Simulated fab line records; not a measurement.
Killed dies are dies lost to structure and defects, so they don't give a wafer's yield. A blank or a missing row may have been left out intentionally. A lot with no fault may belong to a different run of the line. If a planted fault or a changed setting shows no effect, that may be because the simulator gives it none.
A lot that was struck, set against a sound lot -- flow nand harc -- 15 steps out of a route of 1302
Sound: these wafers, L264.1, L264.2, L264.5. Struck: wafer L269.5 (L269.3, L269.6, from the same lot, were not struck and are left out); the cause is given at the end.
Per side, at each step with rows, come the tool, then ch with its chambers, and then its first start. Under that, the readings that differ: sound wafers -- struck wafers -- difference of the means -- sigmas: that difference in standard deviations of wafers without a fault.
alike: same words and numbers on both sides, and readings whose means sit less than 2 such deviations apart. not compared: any withheld reading, any reading some wafer has no value for, any bound like >300 that may hide the same value, and any number with overlapping values for which the record gives no deviation.
A row with sigmas, a row that says differs or no value, or rows on one side alone: a step with any of these is where the two part. Numbers that don't overlap but have no deviation are shown without sigmas and don't part them. Lack of a reading on every wafer of one side parts them only where that side has two or more wafers.

first, 1 step without rows for these wafers: NHARC_A_CHANNEL_HOLE_D2_STRIP_43 (strips in O2/COS).
NHARC_A_CHANNEL_HOLE_D2_ETCH_44: etches the open film in CF4/O2, target depth 140 nm, overetch 14 nm, time 77 s.
  sound on rie diel-01 ch 0,1,2, day 16 06:28; struck on rie diel-08 ch 2, day 18 12:31
reading,sound,struck,difference,sigmas
rf vpp V (V),199.9 198.6 199.5,195.9,-3.4,-2
  alike: drypump motor current A, oes product au, showerhead plenum p Torr, throttle valve pct
  not compared: rf hours counter h
NHARC_A_CHANNEL_HOLE_D2_STRIP_28: strips in O2.
  sound on rie diel-01 ch 1,3; struck on rie diel-08 ch 1
  alike: drypump motor current A, oes product au, rf vpp V, showerhead plenum p Torr, throttle valve pct
  not compared: rf hours counter h
then, 2 steps without rows for these wafers: NHARC_A_CHANNEL_HOLE_D2_PRECLEAN_29 (cleans in SC1); NHARC_A_CHANNEL_HOLE_D2_SRD_30.
NHARC_A_CHANNEL_HOLE_D2_CD_MEAS_31:
  sound on cd sem-02, day 16 07:17; struck on cd sem-03, day 18 13:20
  alike: cd nm
after that, 1 step had no rows for these wafers: NHARC_A_CHANNEL_HOLE_D2_XSEM_32.
NHARC_A_CHANNEL_HOLE_D2_INSPECT_40:
  sound on defect inspect-02, day 16 07:29; struck on defect inspect-02, day 18 13:31
  alike: raw defect count
then, 2 steps without rows for these wafers: NHARC_A_CHANNEL_FILL_D2_PRECLEAN_00 (cleans in SC1); NHARC_A_CHANNEL_FILL_D2_SRD_01.
NHARC_A_CHANNEL_FILL_D2_ALD_02: deposits SiO2, target thk 6 nm, pulse time 10 s, ald cycles 60.
  sound on ald hk-04 ch 0,2,3, day 16 09:22; struck on ald hk-04 ch 2, day 18 13:47
  alike: heater power w, precursor pulse height rel
  not compared: ald cycles
NHARC_A_CHANNEL_FILL_D2_ALD_03: deposits SiNx, target thk 6 nm, pulse time 60 s, ald cycles 58.
  sound on ald sin batch-01 ch 0; struck on ald sin batch-02 ch 0
  alike: precursor pulse height rel
  not compared: ald cycles
NHARC_A_CHANNEL_FILL_D2_ALD_14: deposits SiO2, target thk 2.5 nm, pulse time 10 s, ald cycles 25.
  sound on ald hk-02 ch 1,3, day 16 16:14; struck on ald hk-02 ch 0, day 18 20:50
reading,sound,struck,difference,sigmas
ald cycles,25 25 25,28,+3,
  alike: heater power w, precursor pulse height rel
NHARC_A_CHANNEL_FILL_D2_ALD_15: deposits SiNx, target thk 2 nm, pulse time 60 s, ald cycles 19.
  sound on ald sin batch-01 ch 0; struck on ald sin batch-01 ch 0
  alike: precursor pulse height rel
  not compared: ald cycles
NHARC_END_SORT_01:
  the record has rows for the sound wafers here (prober-01 ch 0, day 27 15:25) and none for the struck ones

== WHERE THEY PART ==
Earliest at NHARC_A_CHANNEL_HOLE_D2_ETCH_44; latest, in this record, at NHARC_END_SORT_01.

WHY: what the simulator had put in
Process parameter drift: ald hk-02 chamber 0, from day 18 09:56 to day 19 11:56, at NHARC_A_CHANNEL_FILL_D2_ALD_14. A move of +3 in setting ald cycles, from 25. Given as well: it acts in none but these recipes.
